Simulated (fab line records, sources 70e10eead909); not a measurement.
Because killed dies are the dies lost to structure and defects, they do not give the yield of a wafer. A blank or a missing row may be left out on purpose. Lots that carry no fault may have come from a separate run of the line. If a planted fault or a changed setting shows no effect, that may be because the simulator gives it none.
fab line records	flow nand_harc
[record] lots = 24	wafers = 72	last_day = 33
route steps=1302 shown A_STAIRCASE@711
lots untouched by any fault: they come from a run of this same line in which no faults occurred
start_h: hours from the record's first day to the start of the lot's first wafer shown	wait_h: time in hours since the lot's previous step	" same as the row above	L1.1+2: a row that stands for several wafers	- value missing, or start not given	* or withheld: withheld	< > ~ a bound
route shown NAME@n: a module of which the file shows steps, and the number in the route of the first	usual: mean and standard deviation over wafers with no fault	same: alike in all rows	chamber/n: place in a boat	sites: per-site readings	_std_site: how widely they spread, as a standard deviation	_edge_site: inner sites' mean taken away from outer sites' mean	radius_mm: for every site, how far away it sits from the centre of the wafer	mask NAME#n: copy n	behind: the most recent tool/chamber to have shaped the wafer	hold: cause of the lot's hold/its duration in hours/its outcome	device: transistor that didn't switch, given as n, p or np	end of line: at the end of the route, the tests of the same wafers	for a step that has no rows: nothing shown but its recipe	killed: the dies lost at the first sort to structure and to defects; this is not the yield of the wafer	map: a wafer's dies, x killed, . not, _ none there
set.NAME: the setting that was run; set.NAME@STEP: the one run at that earlier step	model.NAME: the simulator's own value behind a step, which no gauge read
a sample of lots followed through the steps of the route, with each step as a table and each wafer as a row
services: the hour from which a tool's chamber was out of use, counted from the record's first day as start_h (under 0 if before that day), plus the number of hours and why
[[steps]]
[step NHARC_A_STAIRCASE_ETCH_197]
[recipe] target_depth_a = 1000	time_s = 40.5	ion_energy_ev = 400	c4f8_flow_sccm = 20	o2_flow_sccm = 10	ar_flow_sccm = withheld	rf_w = 600	bias_w = 1000	chemistry = C4F8/O2
[usual] oes_product_au = 0.952/0.015	rf_vpp_V = 893/6.3
lot.wafer	tool	chamber	start_h	wait_h	oes_product_au	rf_hours_counter_h	rf_vpp_V
L074.4	rie_diel-07	2	-	-	0.930	20	887
L074.2	"	1	"	"	0.922	21	899
L074.6	"	2	"	"	0.943	-	887
L075.1	rie_diel-07	3	-	-	0.964	23	890
L075.6	"	3	"	"	0.969	-	890
L075.5	"	0	"	"	0.977	-	889
L076.1	rie_diel-06	1	-	-	0.947	15	904
L076.3	"	2	"	"	0.953	15	900
L076.2	"	0	"	"	0.953	19	889
L077.4	rie_diel-07	2	-	-	0.968	30	888
L077.3	"	3	"	"	0.969	28	891
L077.2	"	0	"	"	0.984	29	886
L078.1	rie_diel-07	0	-	-	0.933	34	887
L078.2	"	3	"	"	0.942	33	889
L078.6	"	0	"	"	0.946	-	888
L079.2	rie_diel-04	1	-	-	0.949	15	892
L079.1	"	2	"	"	0.949	15	889
L079.6	"	2	"	"	0.952	-	889
L080.1	rie_diel-06	1	-	-	0.958	26	905
L080.4	"	2	"	"	0.960	28	898
L080.2	"	3	"	"	0.951	32	893
L081.1	rie_diel-06	0	-	-	0.948	34	889
L081.6	"	3	"	"	0.955	-	893
L081.5	"	0	"	"	0.961	-	889
L082.4	rie_diel-06	0	-	-	0.935	36	890
L082.1	"	2	"	"	0.925	35	900
L082.5	"	0	"	"	0.935	-	890
L084.2	rie_diel-04	2	-	-	0.927	32	891
L084.1	"	3	"	"	0.927	12	893
L084.6	"	1	"	"	0.921	-	891
L085.1	rie_diel-07	3	-	-	0.977	47	890
L085.4	"	1	"	"	0.961	55	898
L085.6	"	3	"	"	0.973	-	890
L083.4	rie_diel-06	3	-	-	0.983	47	892
L083.3	"	0	"	"	0.979	46	889
L083.2	"	1	"	"	0.961	42	904
L086.4	rie_diel-06	2	-	-	0.980	45	901
L086.2	"	0	"	"	0.959	46	889
L086.6	"	1	"	"	0.971	-	905
L087.3	rie_diel-07	3	-	-	0.960	8	889
L087.2	"	0	"	"	0.981	5	887
L087.1	"	2	"	"	0.957	7	907
L089.4	rie_diel-04	1	-	-	0.953	-	891
L089.3	"	0	"	"	0.958	-	887
L089.6	"	0	"	"	0.966	-	888
L088.4	rie_diel-07	1	-	-	0.983	8	899
L088.6	"	2	"	"	0.981	-	904
L088.5	"	3	"	"	0.962	-	889
L090.2	rie_diel-04	1	-	-	0.925	53	891
L090.3	"	3	"	"	0.940	24	892
L090.6	"	2	"	"	0.947	-	888
L091.4	rie_diel-06	0	-	-	0.936	17	889
L091.1	"	3	"	"	0.943	4	892
L091.5	"	1	"	"	0.935	-	907
L092.3	rie_diel-06	1	-	-	0.957	17	904
L092.2	"	2	"	"	0.943	16	898
L092.4	"	3	"	"	0.955	5	890
L093.2	rie_diel-06	1	-	-	0.946	22	904
L093.4	"	2	"	"	0.963	21	898
L093.6	"	1	"	"	0.952	-	905
L094.1	rie_diel-06	2	-	-	0.976	22	898
L094.6	"	0	"	"	0.958	-	890
L094.5	"	1	"	"	0.952	-	904
L095.1	rie_diel-04	1	-	-	0.952	2	890
L095.4	"	3	"	"	0.940	2	893
L095.6	"	1	"	"	0.948	-	891
L096.1	rie_diel-06	1	-	-	0.943	28	905
L096.6	"	3	"	"	0.950	-	892
L096.5	"	0	"	"	0.953	-	890
L097.4	rie_diel-07	3	-	-	0.947	40	888
L097.2	"	2	"	"	0.942	46	905
L097.6	"	0	"	"	0.944	-	886
[step NHARC_A_STAIRCASE_ETCH_199]
[recipe] target_depth_a = 1000	time_s = 40.5	ion_energy_ev = 400	c4f8_flow_sccm = 20	o2_flow_sccm = 10	ar_flow_sccm = withheld	rf_w = 600	bias_w = 1000	chemistry = C4F8/O2
[usual] oes_product_au = 0.949/0.011	rf_vpp_V = 894/6.3
lot.wafer	tool	chamber	start_h	wait_h	oes_product_au	rf_hours_counter_h	rf_vpp_V
L074.2	rie_diel-07	1	-	-	0.930	21	898
L074.4	"	2	"	"	0.936	20	889
L074.6	"	1	"	"	0.932	-	899
L075.1	rie_diel-07	1	-	-	0.949	24	901
L075.5	"	3	"	"	0.956	-	889
L075.6	"	0	"	"	0.968	-	888
L076.2	rie_diel-06	2	-	-	0.946	15	900
L076.3	"	3	"	"	0.948	20	893
L076.1	"	0	"	"	0.942	20	890
L077.4	rie_diel-07	2	-	-	0.954	30	887
L077.2	"	3	"	"	0.967	28	890
L077.3	"	0	"	"	0.962	29	888
L078.2	rie_diel-07	2	-	-	0.939	35	887
L078.1	"	3	"	"	0.941	34	891
L078.6	"	3	"	"	0.932	-	889
L079.1	rie_diel-04	0	-	-	0.940	14	888
L079.2	"	2	"	"	0.941	15	890
L079.6	"	2	"	"	0.941	-	890
L080.2	rie_diel-06	0	-	-	0.947	30	889
L080.1	"	2	"	"	0.956	28	898
L080.4	"	3	"	"	0.945	32	892
L081.1	rie_diel-06	3	-	-	0.957	36	893
L081.6	"	0	"	"	0.950	-	889
L081.5	"	1	"	"	0.939	-	905
L082.4	rie_diel-06	3	-	-	0.942	39	893
L082.1	"	1	"	"	0.940	34	904
L082.5	"	2	"	"	0.942	-	898
L084.1	rie_diel-04	2	-	-	0.932	32	890
L084.2	"	0	"	"	0.939	28	887
L084.6	"	3	"	"	0.931	-	895
L085.1	rie_diel-07	1	-	-	0.943	55	900
L085.4	"	3	"	"	0.957	48	889
L085.6	"	1	"	"	0.946	-	898
L083.4	rie_diel-06	2	-	-	0.952	44	899
L083.3	"	3	"	"	0.964	47	892
L083.2	"	0	"	"	0.979	46	888
L086.4	rie_diel-06	1	-	-	0.952	43	904
L086.2	"	0	"	"	0.950	47	889
L086.6	"	1	"	"	0.958	-	905
L087.3	rie_diel-07	3	-	-	0.959	8	889
L087.2	"	1	"	"	0.958	5	899
L087.1	"	2	"	"	0.955	8	906
L089.4	rie_diel-04	0	-	-	0.945	-	888
L089.3	"	1	"	"	0.964	-	891
L089.6	"	1	"	"	0.955	-	890
L088.4	rie_diel-07	0	-	-	0.963	8	887
L088.5	"	3	"	"	0.968	-	890
L088.6	"	0	"	"	0.955	-	888
L090.3	rie_diel-04	1	-	-	0.942	53	890
L090.2	"	2	"	"	0.941	53	889
L090.6	"	1	"	"	0.944	-	892
L091.1	rie_diel-06	1	-	-	0.940	17	906
L091.4	"	2	"	"	0.948	16	898
L091.5	"	1	"	"	0.941	-	905
L092.3	rie_diel-06	1	-	-	0.929	17	903
L092.4	"	2	"	"	0.920	16	900
L092.2	"	0	"	"	0.948	18	888
L093.2	rie_diel-06	0	-	-	0.956	23	888
L093.4	"	1	"	"	0.942	22	903
L093.6	"	3	"	"	0.950	-	894
L094.1	rie_diel-06	0	-	-	0.968	24	889
L094.6	"	1	"	"	0.956	-	904
L094.5	"	2	"	"	0.950	-	898
L095.1	rie_diel-04	2	-	-	0.949	2	889
L095.4	"	3	"	"	0.940	2	892
L095.6	"	3	"	"	0.946	-	893
L096.1	rie_diel-06	3	-	-	0.945	16	894
L096.6	"	0	"	"	0.968	-	889
L096.5	"	1	"	"	0.942	-	903
L097.2	rie_diel-07	1	-	-	0.943	39	898
L097.4	"	3	"	"	0.951	40	890
L097.6	"	0	"	"	0.943	-	886
[step NHARC_A_STAIRCASE_ETCH_203]
[recipe] target_depth_a = 1000	time_s = 40.5	ion_energy_ev = 400	c4f8_flow_sccm = 20	o2_flow_sccm = 10	ar_flow_sccm = withheld	rf_w = 600	bias_w = 1000	chemistry = C4F8/O2
[usual] oes_product_au = 0.945/0.0088	rf_vpp_V = 894/6.2
lot.wafer	tool	chamber	start_h	wait_h	oes_product_au	rf_hours_counter_h	rf_vpp_V
L074.2	rie_diel-07	0	-	-	0.943	18	887
L074.4	"	2	"	"	0.929	20	888
L074.6	"	1	"	"	0.925	-	899
L075.1	rie_diel-07	0	-	-	0.939	22	887
L075.6	"	1	"	"	0.927	-	900
L075.5	"	2	"	"	0.927	-	887
L076.3	rie_diel-06	3	-	-	0.961	20	894
L076.1	"	0	"	"	0.942	20	888
L076.2	"	1	"	"	0.961	15	906
L077.2	rie_diel-07	2	-	-	0.937	30	887
L077.4	"	3	"	"	0.959	28	890
L077.3	"	0	"	"	0.948	30	887
L078.1	rie_diel-07	0	-	-	0.923	35	887
L078.2	"	1	"	"	0.934	36	899
L078.6	"	2	"	"	0.932	-	887
L079.2	rie_diel-04	2	-	-	0.951	15	890
L079.1	"	0	"	"	0.947	14	886
L079.6	"	1	"	"	0.948	-	891
L080.4	rie_diel-06	2	-	-	0.945	28	901
L080.1	"	0	"	"	0.942	30	889
L080.2	"	1	"	"	0.950	27	905
L081.1	rie_diel-06	1	-	-	0.951	30	906
L081.5	"	2	"	"	0.948	-	900
L081.6	"	3	"	"	0.951	-	893
L082.1	rie_diel-06	2	-	-	0.950	36	898
L082.4	"	3	"	"	0.951	39	892
L082.5	"	1	"	"	0.951	-	905
L085.4	rie_diel-07	2	-	-	0.945	56	885
L085.1	"	3	"	"	0.957	48	892
L085.6	"	2	"	"	0.948	-	886
L084.2	rie_diel-04	3	-	-	0.960	12	894
L084.1	"	0	"	"	0.953	29	886
L084.6	"	2	"	"	0.951	-	890
L083.4	rie_diel-06	0	-	-	0.961	46	887
L083.3	"	2	"	"	0.944	44	899
L083.2	"	3	"	"	0.952	48	891
L086.4	rie_diel-06	3	-	-	0.959	48	892
L086.2	"	1	"	"	0.945	44	904
L086.6	"	3	"	"	0.967	-	892
L087.2	rie_diel-07	3	-	-	0.948	8	890
L087.1	"	0	"	"	0.949	6	886
L087.3	"	1	"	"	0.947	5	899
L089.3	rie_diel-04	0	-	-	0.933	44	888
L089.4	"	3	"	"	0.961	-	893
L089.6	"	1	"	"	0.938	-	891
L088.4	rie_diel-07	2	-	-	0.954	11	904
L088.5	"	3	"	"	0.941	-	889
L088.6	"	0	"	"	0.937	-	887
L090.2	rie_diel-04	3	-	-	0.944	25	892
L090.3	"	1	"	"	0.942	53	891
L090.6	"	0	"	"	0.951	-	886
L091.4	rie_diel-06	3	-	-	0.935	5	892
L091.1	"	0	"	"	0.935	18	889
L091.5	"	2	"	"	0.944	-	897
L092.4	rie_diel-06	3	-	-	0.936	5	892
L092.3	"	0	"	"	0.929	18	890
L092.2	"	1	"	"	0.934	17	903
L093.2	rie_diel-06	1	-	-	0.953	23	905
L093.4	"	2	"	"	0.945	21	897
L093.6	"	1	"	"	0.942	-	905
L094.1	rie_diel-06	0	-	-	0.946	24	889
L094.5	"	3	"	"	0.939	-	892
L094.6	"	0	"	"	0.946	-	890
L095.1	rie_diel-04	2	-	-	0.956	2	888
L095.4	"	3	"	"	0.950	3	892
L095.6	"	3	"	"	0.946	-	893
L096.1	rie_diel-06	1	-	-	0.956	29	905
L096.6	"	2	"	"	0.953	-	898
L096.5	"	3	"	"	0.937	-	892
L097.4	rie_diel-07	2	-	-	0.941	46	904
L097.2	"	3	"	"	0.954	40	890
L097.6	"	2	"	"	0.948	-	906
[step NHARC_A_STAIRCASE_ETCH_223]
[recipe] target_depth_a = 1000	time_s = 40.5	ion_energy_ev = 400	c4f8_flow_sccm = 20	o2_flow_sccm = 10	ar_flow_sccm = withheld	rf_w = 600	bias_w = 1000	chemistry = C4F8/O2
[usual] oes_product_au = 0.944/0.0094	rf_vpp_V = 894/6.5
lot.wafer	tool	chamber	start_h	wait_h	oes_product_au	rf_hours_counter_h	rf_vpp_V
L074.2	rie_diel-06	1	-	-	0.956	13	907
L074.4	"	3	"	"	0.958	17	892
L074.6	"	1	"	"	0.959	-	907
L075.1	rie_diel-06	1	-	-	0.952	16	907
L075.5	"	3	"	"	0.946	-	893
L075.6	"	0	"	"	0.928	-	889
L076.3	rie_diel-07	2	-	-	0.932	25	888
L076.2	"	0	"	"	0.937	24	888
L076.1	"	1	"	"	0.935	25	900
L077.3	rie_diel-04	1	-	-	0.939	4	892
L077.2	"	2	"	"	0.951	4	891
L077.4	"	0	"	"	0.946	-	889
L078.1	rie_diel-07	0	-	-	0.948	35	887
L078.2	"	2	"	"	0.925	36	885
L078.6	"	0	"	"	0.952	-	889
L079.2	rie_diel-07	1	-	-	0.938	37	898
L079.1	"	2	"	"	0.942	37	887
L079.6	"	0	"	"	0.949	-	887
L080.4	rie_diel-07	3	-	-	0.936	36	892
L080.1	"	1	"	"	0.930	38	899
L080.2	"	2	"	"	0.944	37	886
L081.1	rie_diel-06	0	-	-	0.944	34	891
L081.5	"	1	"	"	0.949	-	905
L081.6	"	2	"	"	0.947	-	897
L082.4	rie_diel-04	2	-	-	0.938	28	889
L082.1	"	3	"	"	0.942	8	892
L082.5	"	3	"	"	0.950	-	894
L085.4	rie_diel-07	3	-	-	0.943	48	890
L085.1	"	2	"	"	0.946	57	886
L085.6	"	0	"	"	0.937	-	887
L084.2	rie_diel-04	0	-	-	0.947	29	887
L084.1	"	1	"	"	0.936	32	891
L084.6	"	3	"	"	0.941	-	893
L083.3	rie_diel-07	2	-	-	0.927	59	885
L083.4	"	3	"	"	0.943	50	890
L083.2	"	0	"	"	0.956	55	887
L086.2	rie_diel-04	2	-	-	0.938	34	889
L086.4	"	3	"	"	0.941	15	893
L086.6	"	1	"	"	0.936	-	892
L087.2	rie_diel-06	0	-	-	0.957	0	888
L087.3	"	2	"	"	0.962	0	898
L087.1	"	3	"	"	0.971	0	892
L089.3	rie_diel-04	3	-	-	0.940	18	894
L089.6	"	1	"	"	0.937	-	892
L089.4	"	3	"	"	0.935	-	893
L088.4	rie_diel-07	2	-	-	0.937	13	906
L088.6	"	0	"	"	0.937	-	887
L088.5	"	1	"	"	0.936	-	899
L090.2	rie_diel-07	1	-	-	0.960	15	898
L090.3	"	3	"	"	0.948	17	890
L090.6	"	1	"	"	0.951	-	897
L091.1	rie_diel-07	1	-	-	0.954	22	900
L091.4	"	0	"	"	0.963	19	887
L091.5	"	2	"	"	0.948	-	905
L092.2	rie_diel-07	1	-	-	0.947	22	897
L092.3	"	2	"	"	0.940	27	906
L092.4	"	3	"	"	0.948	24	890
L093.2	rie_diel-06	0	-	-	0.957	23	889
L093.4	"	1	"	"	0.938	23	904
L093.6	"	1	"	"	0.939	-	903
L094.1	rie_diel-04	0	-	-	0.939	0	907
L094.5	"	3	"	"	0.947	-	893
L094.6	"	0	"	"	0.936	-	905
L095.1	rie_diel-06	1	-	-	0.947	26	905
L095.4	"	2	"	"	0.960	25	897
L095.6	"	0	"	"	0.949	-	889
L096.1	rie_diel-07	0	-	-	0.930	31	886
L096.5	"	1	"	"	0.933	-	899
L096.6	"	2	"	"	0.926	-	906
L097.4	rie_diel-07	3	-	-	0.949	40	889
L097.2	"	1	"	"	0.937	39	899
L097.6	"	2	"	"	0.932	-	905
[step NHARC_A_STAIRCASE_ETCH_227]
[recipe] target_depth_a = 1000	time_s = 40.5	ion_energy_ev = 400	c4f8_flow_sccm = 20	o2_flow_sccm = 10	ar_flow_sccm = withheld	rf_w = 600	bias_w = 1000	chemistry = C4F8/O2
[usual] oes_product_au = 0.944/0.0078	rf_vpp_V = 893/6.4
lot.wafer	tool	chamber	start_h	wait_h	oes_product_au	rf_hours_counter_h	rf_vpp_V
L074.2	rie_diel-06	3	-	-	0.949	17	893
L074.4	"	0	"	"	0.955	17	890
L074.6	"	3	"	"	0.957	-	893
L076.1	rie_diel-07	2	-	-	0.940	25	886
L076.3	"	0	"	"	0.943	24	889
L076.2	"	1	"	"	0.932	26	901
L075.1	rie_diel-06	3	-	-	0.931	21	893
L075.5	"	1	"	"	0.960	-	907
L075.6	"	2	"	"	0.936	-	899
L077.2	rie_diel-04	0	-	-	0.945	3	888
L077.3	"	1	"	"	0.938	4	892
L077.4	"	0	"	"	0.939	-	888
L078.1	rie_diel-07	1	-	-	0.944	37	900
L078.2	"	2	"	"	0.951	36	887
L078.6	"	2	"	"	0.953	-	888
L079.1	rie_diel-07	3	-	-	0.935	36	890
L079.2	"	1	"	"	0.932	38	900
L079.6	"	0	"	"	0.937	-	887
L080.1	rie_diel-07	2	-	-	0.953	37	889
L080.4	"	3	"	"	0.931	36	890
L080.2	"	0	"	"	0.943	37	887
L081.1	rie_diel-06	3	-	-	0.963	37	892
L081.6	"	0	"	"	0.937	-	890
L081.5	"	1	"	"	0.943	-	906
L082.4	rie_diel-04	2	-	-	0.944	28	887
L082.1	"	1	"	"	0.943	28	891
L082.5	"	2	"	"	0.930	-	889
L085.4	rie_diel-07	2	-	-	0.950	57	886
L085.1	"	3	"	"	0.952	49	891
L085.6	"	2	"	"	0.944	-	888
L084.2	rie_diel-04	2	-	-	0.933	33	890
L084.1	"	0	"	"	0.936	30	886
L084.6	"	2	"	"	0.936	-	891
L083.3	rie_diel-07	2	-	-	0.939	59	886
L083.4	"	0	"	"	0.957	55	887
L083.2	"	1	"	"	0.949	58	898
L086.2	rie_diel-04	3	-	-	0.953	15	895
L086.4	"	0	"	"	0.939	31	889
L086.6	"	2	"	"	0.950	-	891
L087.3	rie_diel-06	0	-	-	0.947	1	890
L087.2	"	2	"	"	0.949	0	900
L087.1	"	3	"	"	0.961	0	893
L089.3	rie_diel-04	0	-	-	0.939	45	888
L089.6	"	3	"	"	0.946	-	892
L089.4	"	1	"	"	0.940	-	889
L088.4	rie_diel-07	2	-	-	0.938	13	906
L088.5	"	0	"	"	0.943	-	886
L088.6	"	1	"	"	0.938	-	899
L090.2	rie_diel-07	0	-	-	0.943	14	887
L090.3	"	1	"	"	0.956	16	899
L090.6	"	0	"	"	0.939	-	887
L091.1	rie_diel-07	2	-	-	0.951	27	904
L091.4	"	0	"	"	0.938	19	886
L091.5	"	2	"	"	0.946	-	906
L092.2	rie_diel-07	1	-	-	0.953	23	898
L092.4	"	2	"	"	0.952	27	905
L092.3	"	3	"	"	0.950	24	888
L093.2	rie_diel-06	1	-	-	0.942	23	904
L093.4	"	2	"	"	0.946	22	899
L093.6	"	0	"	"	0.947	-	888
L094.1	rie_diel-04	3	-	-	0.950	0	893
L094.6	"	2	"	"	0.949	-	888
L094.5	"	3	"	"	0.950	-	894
L095.4	rie_diel-06	3	-	-	0.954	14	892
L095.1	"	1	"	"	0.940	26	904
L095.6	"	3	"	"	0.953	-	892
L096.1	rie_diel-07	3	-	-	0.955	35	889
L096.6	"	2	"	"	0.937	-	905
L096.5	"	3	"	"	0.946	-	890
L097.2	rie_diel-07	2	-	-	0.948	47	905
L097.4	"	0	"	"	0.943	35	886
L097.6	"	2	"	"	0.938	-	905
[step NHARC_A_STAIRCASE_ETCH_234]
[recipe] target_depth_a = 1000	time_s = 40.5	ion_energy_ev = 400	c4f8_flow_sccm = 20	o2_flow_sccm = 10	ar_flow_sccm = withheld	rf_w = 600	bias_w = 1000	chemistry = C4F8/O2
[usual] oes_product_au = 0.943/0.0098	rf_vpp_V = 894/6.6
lot.wafer	tool	chamber	start_h	wait_h	oes_product_au	rf_hours_counter_h	rf_vpp_V
L074.2	rie_diel-06	2	-	-	0.935	14	899
L074.4	"	3	"	"	0.934	18	894
L074.6	"	3	"	"	0.940	-	893
L076.2	rie_diel-07	1	-	-	0.936	26	899
L076.3	"	2	"	"	0.928	26	887
L076.1	"	0	"	"	0.936	25	887
L075.1	rie_diel-07	1	-	-	0.934	26	900
L075.6	"	0	"	"	0.944	-	887
L075.5	"	1	"	"	0.934	-	899
L077.4	rie_diel-06	1	-	-	0.954	21	906
L077.3	"	2	"	"	0.949	20	899
L077.2	"	3	"	"	0.964	24	893
L078.2	rie_diel-07	2	-	-	0.948	36	886
L078.1	"	3	"	"	0.933	35	890
L078.6	"	2	"	"	0.945	-	886
L079.2	rie_diel-06	2	-	-	0.950	29	898
L079.1	"	0	"	"	0.936	31	889
L079.6	"	2	"	"	0.953	-	900
L080.4	rie_diel-07	1	-	-	0.944	38	898
L080.1	"	2	"	"	0.949	38	885
L080.2	"	3	"	"	0.952	36	889
L081.1	rie_diel-06	0	-	-	0.944	35	889
L081.6	"	0	"	"	0.956	-	890
L081.5	"	1	"	"	0.948	-	907
L082.1	rie_diel-07	2	-	-	0.919	51	888
L082.4	"	2	"	"	0.936	-	887
L082.5	"	2	"	"	0.924	-	885
L085.4	rie_diel-04	0	-	-	0.942	30	887
L085.1	"	1	"	"	0.950	33	891
L085.6	"	0	"	"	0.949	-	887
L084.2	rie_diel-06	2	-	-	0.948	44	898
L084.1	"	0	"	"	0.949	46	888
L084.6	"	2	"	"	0.940	-	900
L083.2	rie_diel-06	3	-	-	0.947	49	892
L083.4	"	0	"	"	0.942	47	889
L083.3	"	2	"	"	0.938	45	898
L086.4	rie_diel-04	0	-	-	0.948	31	886
L086.2	"	2	"	"	0.951	35	889
L086.6	"	0	"	"	0.941	-	887
L087.1	rie_diel-04	2	-	-	0.944	46	890
L087.3	"	0	"	"	0.942	43	887
L087.2	"	1	"	"	0.945	46	892
L089.4	rie_diel-06	3	-	-	0.957	2	892
L089.3	"	0	"	"	0.947	3	888
L089.6	"	3	"	"	0.951	-	892
L088.4	rie_diel-07	1	-	-	0.927	11	899
L088.6	"	2	"	"	0.938	-	906
L088.5	"	3	"	"	0.927	-	888
L090.2	rie_diel-07	2	-	-	0.943	19	905
L090.3	"	0	"	"	0.951	15	887
L090.6	"	2	"	"	0.940	-	907
L091.4	rie_diel-06	1	-	-	0.960	19	905
L091.1	"	2	"	"	0.948	18	897
L091.5	"	0	"	"	0.950	-	889
L092.2	rie_diel-07	3	-	-	0.950	25	889
L092.3	"	1	"	"	0.953	23	899
L092.4	"	2	"	"	0.946	28	905
L093.4	rie_diel-07	2	-	-	0.942	33	905
L093.2	"	0	"	"	0.943	24	886
L093.6	"	2	"	"	0.939	-	905
L094.1	rie_diel-06	2	-	-	0.948	22	899
L094.6	"	1	"	"	0.946	-	904
L094.5	"	2	"	"	0.953	-	899
L095.1	rie_diel-04	0	-	-	0.930	5	906
L095.4	"	1	"	"	0.933	6	890
L095.6	"	0	"	"	0.928	-	905
L096.1	rie_diel-04	1	-	-	0.942	12	890
L096.5	"	3	"	"	0.942	-	893
L096.6	"	0	"	"	0.942	-	906
L097.4	rie_diel-06	0	-	-	0.961	33	889
L097.2	"	1	"	"	0.947	33	905
L097.6	"	3	"	"	0.938	-	892
[[services]]
tool	chamber	start_h	hours	kind
rie_diel-06	-	342.90	1.0	repair
rie_diel-07	0	352.23	-	clean
rie_diel-07	1	352.23	-	clean
rie_diel-07	2	352.23	-	clean
rie_diel-07	3	352.23	-	clean
rie_diel-04	-	363.75	2.0	repair
rie_diel-04	0	365.95	16.7	repair
rie_diel-04	-	367.82	9.0	pm
rie_diel-07	0	376.84	-	clean
rie_diel-07	1	376.84	-	clean
rie_diel-07	2	376.84	-	clean
rie_diel-07	3	376.84	-	clean
rie_diel-04	3	379.42	41.8	repair
rie_diel-07	3	432.66	18.4	repair
rie_diel-04	3	441.69	2.4	repair
rie_diel-06	-	460.05	0.5	repair
rie_diel-07	-	471.23	9.0	pm
rie_diel-04	3	479.76	23.6	repair
rie_diel-06	-	484.22	9.0	pm
rie_diel-04	2	502.68	5.3	repair
rie_diel-06	3	510.42	22.2	repair
rie_diel-04	2	528.93	13.7	repair
rie_diel-04	-	544.82	9.0	pm
rie_diel-07	3	569.64	11.1	repair
[[key]]
fault none
